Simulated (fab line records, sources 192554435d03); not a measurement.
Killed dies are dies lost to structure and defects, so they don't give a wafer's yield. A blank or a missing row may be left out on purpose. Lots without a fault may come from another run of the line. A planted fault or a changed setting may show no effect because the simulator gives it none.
Chamber matching | flow n5_finfet | N5_BEOL_M5_STRIP_64 on rie_diel-03: 4 sister chambers
The step strips in CF4. 4 wafers are shown with their chamber, then 8 later ones without.

WAFERS WITH THEIR CHAMBER
wafer  | chamber | throttle_valve_pct (%)
L085.6 | 2       | 13.85
L086.4 | 3       | 13.92
L086.5 | 0       | 13.71
L092.1 | 1       | 13.39

WAFERS WITHOUT THEIR CHAMBER
wafer  | throttle_valve_pct (%)
L092.4 | 13.72
L092.6 | 13.90
L093.1 | 13.89
L093.2 | 13.96
L093.6 | 13.91
L095.1 | 13.41
L095.3 | 13.75
L095.5 | 13.42

WHICH CHAMBER EACH WENT THROUGH
wafer  | from the rows above     | in truth
L092.4 | 0                       | 0
L092.6 | can't be placed: 3 or 2 | 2
L093.1 | can't be placed: 3 or 2 | 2
L093.2 | 3                       | 3
L093.6 | can't be placed: 3 or 2 | 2
L095.1 | 1                       | 1
L095.3 | 0                       | 0
L095.5 | 1                       | 1
Placed correctly: 5 of 8. Can't be placed from these rows: 3 (the true chamber is among the candidates in 3). Placed wrongly: 0.
How it was worked out, from the rows above alone: a wafer's distance from a chamber is the root of the sum, over the readings, of the square of ((its reading less the chamber's mean) divided by the reading's scatter). The wafer belongs to the nearest chamber; if the next one is less than 2 further off, it can't be placed. A chamber's mean is the mean of its shown wafers. The scatter: with one shown wafer a chamber, the root of the mean of the squares of how far each hidden wafer lies from its nearest shown one.
